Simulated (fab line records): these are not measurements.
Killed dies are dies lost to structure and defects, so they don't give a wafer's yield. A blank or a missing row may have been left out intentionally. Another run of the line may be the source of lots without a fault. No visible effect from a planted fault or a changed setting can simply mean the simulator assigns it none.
Chamber matching -- flow n5 finfet -- 3 sister chambers for N5_BEOL_M10_CURE_71 on uv cure-02
The step cures SiCOH lowk, time 240 s. 6 wafers are shown with their chamber, then 7 later ones without.

EACH WAFER AND ITS CHAMBER
wafer,chamber,wafer_temp_C_max,lamp power pct (%)
L083.4,2,387.2,52.27
L083.6,2,387.6,52.33
L086.2,1,387.4,52.32
L086.3,1,387.1,52.25
L088.1,0,386.6,52.22
L088.3,0,386.4,52.37

WAFERS MISSING THEIR CHAMBER
wafer,wafer_temp_C_max,lamp power pct (%)
L088.4,386.7,52.29
L090.1,387.8,52.31
L090.2,387.2,52.32
L090.4,387.2,52.33
L092.2,387.1,52.26
L092.3,386.5,52.33
L092.5,386.6,52.31

THE CHAMBER EACH PASSED THROUGH
wafer,from the rows above,in truth
L088.4,can't be placed: 0 or 1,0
L090.1,can't be placed: 2 or 1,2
L090.2,can't be placed: 1 or 2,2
L090.4,can't be placed: 1 or 2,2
L092.2,can't be placed: 1 or 2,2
L092.3,0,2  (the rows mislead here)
L092.5,0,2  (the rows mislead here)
Placed correctly: 0 of 7. These rows do not allow placing 5 (true chamber among the candidates in 5). Placed wrongly: 2.
How it was worked out, from the rows above alone: a wafer's distance from a chamber is the root of the sum, over the readings, of the square of ((its reading less the chamber's mean) divided by the reading's scatter). The wafer belongs to the nearest chamber; if the next one is less than 2 further off, it can't be placed. A chamber's mean is the mean of its shown wafers. The scatter: the root of (the sum of the squares of (reading less its chamber's mean) over the shown wafers, divided by (wafers less chambers)).
